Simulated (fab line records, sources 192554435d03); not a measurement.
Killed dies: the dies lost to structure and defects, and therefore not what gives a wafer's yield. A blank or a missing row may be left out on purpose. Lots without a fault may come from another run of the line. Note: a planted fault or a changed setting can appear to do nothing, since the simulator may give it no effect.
Split-lot experiment | flow n5 finfet | on a route of 1938 steps: 7 lots, 21 wafers read

THE SPLIT
At N5_BEOL_M13_EXPOSE_07 (exposes mask V12), the setting dose mj was moved away from the recipe's 24.8 on 5 of the 21 wafers read, by -2.1% to +4.7%. This setting was run at the recipe's value on the other wafers.

FROM THE SPLIT TO THE READING: what the file shows between them, 6 steps
- N5_BEOL_M13_PEB_08: peb time 90 s
- N5_BEOL_M13_DEVELOP_09: develop time 45 s
- N5_BEOL_M13_HARDBAKE_14: time 120 s
- N5_BEOL_M13_CD_MEAS_10: target cd 190 nm
- N5_BEOL_M13_STRIP_71: strips in post etch residue remover, time 60 s
- N5_BEOL_M13_SRD_72: time 30 s, dry time 30 s

THE READING
cd nm at N5_BEOL_M13_CD_MEAS_17, given in nm (cd target 190 nm). A value of 189.8 nm with a standard deviation of 1.8 nm is what fault-free wafers of this fab line usually give.

wafer  | tool, chamber at the split | dose mj as run | against the recipe | cd nm, nm | against lot-mates on the recipe
L074.1 | krf scanner-01, 0          | 24.8           | recipe             | 187.4     | -
L074.3 | krf scanner-01, 0          | 24.8           | recipe             | 185.9     | -
L074.5 | krf scanner-01, 0          | 24.8           | recipe             | 187.9     | -
L075.1 | krf scanner-02, 0          | 24.8           | recipe             | 190.3     | -
L075.3 | krf scanner-02, 0          | 24.8           | recipe             | 191.6     | -
L075.6 | krf scanner-02, 0          | 24.8           | recipe             | 190.0     | -
L076.3 | krf scanner-01, 0          | 24.8           | recipe             | 187.8     | -
L076.5 | krf scanner-01, 0          | 24.8           | recipe             | 188.9     | -
L076.6 | krf scanner-01, 0          | 24.8           | recipe             | 189.3     | -
L079.1 | krf scanner-01, 0          | 24.8           | recipe             | 189.6     | -
L079.5 | krf scanner-01, 0          | 24.8           | recipe             | 189.7     | -
L079.6 | krf scanner-01, 0          | 25.82          | +4.1%              | 193.7     | +4.1
L091.1 | krf scanner-01, 0          | 24.28          | -2.1%              | 189.5     | no lot-mate on the recipe
L091.3 | krf scanner-01, 0          | 24.28          | -2.1%              | 189.4     | no lot-mate on the recipe
L091.5 | krf scanner-01, 0          | 24.28          | -2.1%              | 188.9     | no lot-mate on the recipe
L089.2 | krf scanner-01, 0          | 24.8           | recipe             | 193.3     | -
L089.4 | krf scanner-01, 0          | 24.8           | recipe             | 192.2     | -
L089.5 | krf scanner-01, 0          | 24.8           | recipe             | 193.3     | -
L096.2 | krf scanner-01, 0          | 25.96          | +4.7%              | 197.0     | +5.8
L096.3 | krf scanner-01, 0          | 24.8           | recipe             | 191.7     | -
L096.5 | krf scanner-01, 0          | 24.8           | recipe             | 190.7     | -

THE FIT
A straight line over all 21 wafers: cd nm changes by +0.998 nm for each +1% of dose mj; r = +0.63; the points scatter about the line by 2 nm.
The same after taking each lot's own level away (the mean of its wafers on the recipe; 18 wafers): +1.13 nm for each +1%; r = +0.93; scatter 0.65 nm.
Per that fit: largest dose mj move, reading shift of 5.3 nm.
The span of the lots' own levels, 187.07 to 192.93 nm, comes to 3.3 times the standard deviation stated above.
So the lot-to-lot level blurs the effect unless lot-mates are compared.
Check: +4.61 nm against its lot-mates is what the line predicts for one of the wafers moved furthest among these (+4.7%) when that wafer is left out of the fit. It came out at +5.8 nm against them.

OTHER SPLITS ON THESE WAFERS
Before the reading, these wafers also passed through other splits. Each is held against what the fit with the lots' levels taken away leaves over:
other split on the same wafers    | wafers away from the commonest value | r with cd nm (lot level and that fit taken away)
N5_BEOL_M9_ETCH_62 time s         | 8                                    | +0.11
N5_BEOL_M9_COAT_22 spin rpm       | 9                                    | -0.20
N5_BEOL_M12_COAT_66 spin rpm      | 5                                    | +0.08
N5_BEOL_M12_CMP_49 down force psi | 5                                    | -0.06

THE WHOLE CHAIN: every reading that the file lists as answering this split, in the file's order
step                   | what it does     | reading | change (the file's fit)              | r (the file's)
N5_BEOL_M13_CD_MEAS_10 | target cd 190 nm | cd nm   | +1.2 nm for each +1% of the setting  | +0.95
N5_BEOL_M13_CD_MEAS_17 | target cd 190 nm | cd nm   | +1.12 nm for each +1% of the setting | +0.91

FILE'S OWN FIT
cd nm changes by +1.12 nm for each +1% of dose mj, r = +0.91.
